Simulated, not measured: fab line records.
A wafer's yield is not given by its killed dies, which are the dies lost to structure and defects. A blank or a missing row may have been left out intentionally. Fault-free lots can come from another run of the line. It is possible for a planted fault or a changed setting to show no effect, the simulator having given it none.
Matching of chambers / flow n5Finfet / N5_DUMMY_GATE_ETCH_37 on rieDiel-04: 4 sister chambers
The step etches SOC in N2/H2, target depth 60 nm, overetch 30 nm. 8 wafers are shown with their chamber, then 7 later ones without.

## EACH WAFER AND ITS CHAMBER
wafer=L499.5; chamber=2; drypumpMotorCurrentA (A)=5.63; showerheadPlenumPTorr (Torr)=2.41
wafer=L502.1; chamber=2; drypumpMotorCurrentA (A)=5.64; showerheadPlenumPTorr (Torr)=2.40
wafer=L502.4; chamber=3; drypumpMotorCurrentA (A)=6.23; showerheadPlenumPTorr (Torr)=2.56
wafer=L509.3; chamber=1; drypumpMotorCurrentA (A)=6.03; showerheadPlenumPTorr (Torr)=2.49
wafer=L509.4; chamber=0; drypumpMotorCurrentA (A)=5.57; showerheadPlenumPTorr (Torr)=2.42
wafer=L509.6; chamber=0; drypumpMotorCurrentA (A)=5.59; showerheadPlenumPTorr (Torr)=2.42
wafer=L510.1; chamber=3; drypumpMotorCurrentA (A)=6.22; showerheadPlenumPTorr (Torr)=2.55
wafer=L510.2; chamber=1; drypumpMotorCurrentA (A)=6.03; showerheadPlenumPTorr (Torr)=2.49

## WAFERS WITH NO CHAMBER GIVEN
wafer=L510.5; drypumpMotorCurrentA (A)=6.00; showerheadPlenumPTorr (Torr)=2.49
wafer=L517.2; drypumpMotorCurrentA (A)=6.21; showerheadPlenumPTorr (Torr)=2.54
wafer=L517.3; drypumpMotorCurrentA (A)=6.01; showerheadPlenumPTorr (Torr)=2.48
wafer=L517.6; drypumpMotorCurrentA (A)=6.03; showerheadPlenumPTorr (Torr)=2.48
wafer=L518.1; drypumpMotorCurrentA (A)=6.22; showerheadPlenumPTorr (Torr)=2.54
wafer=L518.2; drypumpMotorCurrentA (A)=6.04; showerheadPlenumPTorr (Torr)=2.48
wafer=L518.3; drypumpMotorCurrentA (A)=5.51; showerheadPlenumPTorr (Torr)=2.42

## EACH ONE'S CHAMBER
wafer=L510.5; from the rows above=1; in truth=1
wafer=L517.2; from the rows above=3; in truth=3
wafer=L517.3; from the rows above=1; in truth=1
wafer=L517.6; from the rows above=1; in truth=1
wafer=L518.1; from the rows above=3; in truth=3
wafer=L518.2; from the rows above=1; in truth=1
wafer=L518.3; from the rows above=0; in truth=0
Placed correctly: 7 of 7. From these rows, 0 cannot be placed. Placed wrongly: 0.
How it was worked out, from the rows above alone: a wafer's distance from a chamber is the root of the sum, over the readings, of the square of ((its reading less the chamber's mean) divided by the reading's scatter). The wafer belongs to the nearest chamber; if the next one is less than 2 further off, it can't be placed. A chamber's mean is the mean of its shown wafers. The scatter: take each reading less its chamber's mean, square it, sum over the shown wafers, divide by the number of wafers less the number of chambers, and take the root.
